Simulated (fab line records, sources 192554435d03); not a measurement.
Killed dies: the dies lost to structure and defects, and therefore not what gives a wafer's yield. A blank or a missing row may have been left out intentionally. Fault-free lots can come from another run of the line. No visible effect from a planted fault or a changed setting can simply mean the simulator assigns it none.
Lot-split experiment | flow n5_finfet | 21 wafers read from 7 lots, route of 1938 steps

ON THE SPLIT
At N5_BEOL_M2_DESCUM_16 (chemistry O2, time 7 s), the setting time_s was moved away from the recipe's 7 s on 6 of the 21 wafers read, by -21.9% to +12.7%. All remaining wafers had this setting at the recipe value.

The split's own step is where the reading is taken.

THE READING
CAR-EUV_of_BEOL_M2_COAT_05.thk_nm (the simulator's own value, which no gauge read), in nm, at N5_BEOL_M2_DESCUM_16 (chemistry O2, time 7 s). No usual value for it is given in the file. Across the 15 wafers here that went through the recipe, the average is 26.1 nm and the standard deviation 0.12 nm.

wafer  | tool, chamber at the split | time_s as run, s | against the recipe | CAR-EUV_of_BEOL_M2_COAT_05.thk_nm, nm | against lot-mates on the recipe
L081.3 | rie_diel-03, 1,2           | 7                | recipe             | 26                                    | -
L081.4 | rie_diel-03, 1,2           | 7                | recipe             | 26                                    | -
L081.5 | rie_diel-03, 3             | 7                | recipe             | 25.8                                  | -
L082.1 | rie_diel-03, 0             | 7                | recipe             | 26                                    | -
L082.2 | rie_diel-03, 2,3           | 5.636            | -19.5%             | 26.6                                  | +0.6
L082.5 | rie_diel-03, 2,3           | 5.636            | -19.5%             | 26.6                                  | +0.6
L087.3 | rie_diel-02, 1             | 7                | recipe             | 26.2                                  | -
L087.4 | rie_diel-02, 3             | 7                | recipe             | 26                                    | -
L087.5 | rie_diel-02, 0             | 7.891            | +12.7%             | 25.6                                  | -0.5
L089.2 | rie_diel-03, 0             | 6.548            | -6.5%              | 26.4                                  | +0.2
L089.4 | rie_diel-03, 3,1           | 7                | recipe             | 26.2                                  | -
L089.6 | rie_diel-03, 3,1           | 7                | recipe             | 26.2                                  | -
L091.2 | rie_diel-02, 2,3,2         | 7                | recipe             | 26                                    | -
L091.5 | rie_diel-02, 2,3,2         | 7                | recipe             | 26                                    | -
L091.6 | rie_diel-02, 2,3,2         | 7                | recipe             | 26                                    | -
L093.1 | rie_diel-06, 3             | 7                | recipe             | 26                                    | -
L093.3 | rie_diel-06, 2,3           | 7                | recipe             | 26.2                                  | -
L093.5 | rie_diel-06, 2,3           | 7                | recipe             | 26.2                                  | -
L097.1 | rie_diel-02, 1             | 5.47             | -21.9%             | 26.8                                  | +0.6
L097.5 | rie_diel-02, 0             | 5.47             | -21.9%             | 27                                    | +0.8
L097.6 | rie_diel-02, 1             | 7                | recipe             | 26.2                                  | -
Where a row lists several chambers, the file gives one row for several wafers and doesn't say which wafer went through which chamber.

THE FIT
A straight line over all 21 wafers: CAR-EUV_of_BEOL_M2_COAT_05.thk_nm changes by -0.034 nm for each +1% of time_s; r = -0.93; the points scatter about the line by 0.13 nm.
The same after taking each lot's own level away (the mean of its wafers on the recipe; 21 wafers): -0.0325 nm for each +1%; r = -0.97; scatter 0.073 nm.
The reading moves by 0.71 nm for the largest change in time_s, on that fit.
Across the lots, their own levels run from 25.93 to 26.20 nm, a range of 2.2 times the standard deviation given above.
So the lot-to-lot level changes the slope little: the two slopes agree.
Check: +0.735 nm against its lot-mates is what the line predicts for one of the wafers moved furthest among these (-21.9%) when that wafer is left out of the fit. Against them it came out at +0.6 nm.

THE FILE'S OWN FIT
CAR-EUV_of_BEOL_M2_COAT_05.thk_nm changes by -0.0327 nm for each +1% of time_s, r = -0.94.
